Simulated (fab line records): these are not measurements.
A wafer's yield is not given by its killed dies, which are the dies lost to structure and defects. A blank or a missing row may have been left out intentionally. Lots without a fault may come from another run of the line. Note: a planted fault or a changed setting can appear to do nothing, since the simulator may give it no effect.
Chamber matching -- flow n5-finfet -- N5_BEOL_M2_STRIP_66 on rie-diel-02 has 4 sister chambers
The step strips in CF4. 20 wafers are shown with their chamber, then 10 later ones without.

== WAFERS, EACH WITH ITS CHAMBER ==
wafer,chamber,showerhead-plenum-p-Torr (Torr),drypump-motor-current-A (A),oes-product-au (a.u.)
L076.2,0,1.86,5.9,0.72
L076.4,3,1.85,5.2,0.73
L076.5,2,1.76,5.7,0.88
L082.1,3,1.84,5.2,0.72
L082.3,0,1.85,5.8,0.71
L082.4,2,1.75,5.6,0.86
L081.1,0,1.85,5.9,0.71
L081.2,2,1.75,5.6,0.87
L081.5,2,1.75,5.6,0.86
L083.1,0,1.85,5.9,0.70
L083.3,1,1.76,5.8,0.89
L083.6,0,1.85,5.9,0.70
L086.1,3,1.84,5.2,0.72
L086.2,2,1.75,5.7,0.85
L086.6,1,1.76,5.8,0.87
L087.3,3,1.84,5.2,0.71
L087.5,3,1.84,5.2,0.71
L087.6,2,1.75,5.6,0.84
L088.1,3,1.84,5.2,0.71
L088.3,1,1.76,5.8,0.85

SIGNATURES (means of the wafers above)
reading,chamber 0,chamber 1,chamber 2,chamber 3,scatter within a chamber
showerhead-plenum-p-Torr,1.8520,1.7600,1.7517,1.8417,0.00393
drypump-motor-current-A,5.880,5.800,5.633,5.200,0.0365
oes-product-au,0.7080,0.8700,0.8600,0.7167,0.0123
Rule: for each reading, subtract the chamber's mean from the wafer's reading, divide by that reading's scatter and square the result; add these up over the readings and take the root, which gives the wafer's distance from the chamber. If the next closest chamber is less than 2 further off than the closest, the wafer can't be placed; otherwise it belongs to the closest. How the scatter is found: for the shown wafers, subtract from each reading the mean of its chamber, square and add these, divide the total by (wafers less chambers), then take the root.

== WAFERS WITH NO CHAMBER GIVEN ==
wafer,showerhead-plenum-p-Torr (Torr),drypump-motor-current-A (A),oes-product-au (a.u.)
L088.5,1.75,5.6,0.84
L091.1,1.84,5.2,0.70
L091.2,1.75,5.7,0.84
L091.4,1.84,5.2,0.71
L090.1,1.84,5.2,0.71
L090.2,1.75,5.7,0.83
L090.4,1.75,5.7,0.83
L093.1,1.75,5.7,0.82
L093.3,1.84,5.2,0.71
L093.6,1.84,5.2,0.71

== WHICH CHAMBER EACH WENT THROUGH ==
wafer,from the rows above,in truth
L088.5,2,2
L091.1,3,3
L091.2,can't be placed: 2 or 1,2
L091.4,3,3
L090.1,3,3
L090.2,can't be placed: 2 or 1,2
L090.4,can't be placed: 2 or 1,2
L093.1,can't be placed: 2 or 1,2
L093.3,3,3
L093.6,3,3
6 of 10 placed correctly. Unplaceable from these rows: 4, with the true chamber sitting among the candidates in 4. Wrongly placed: 0.
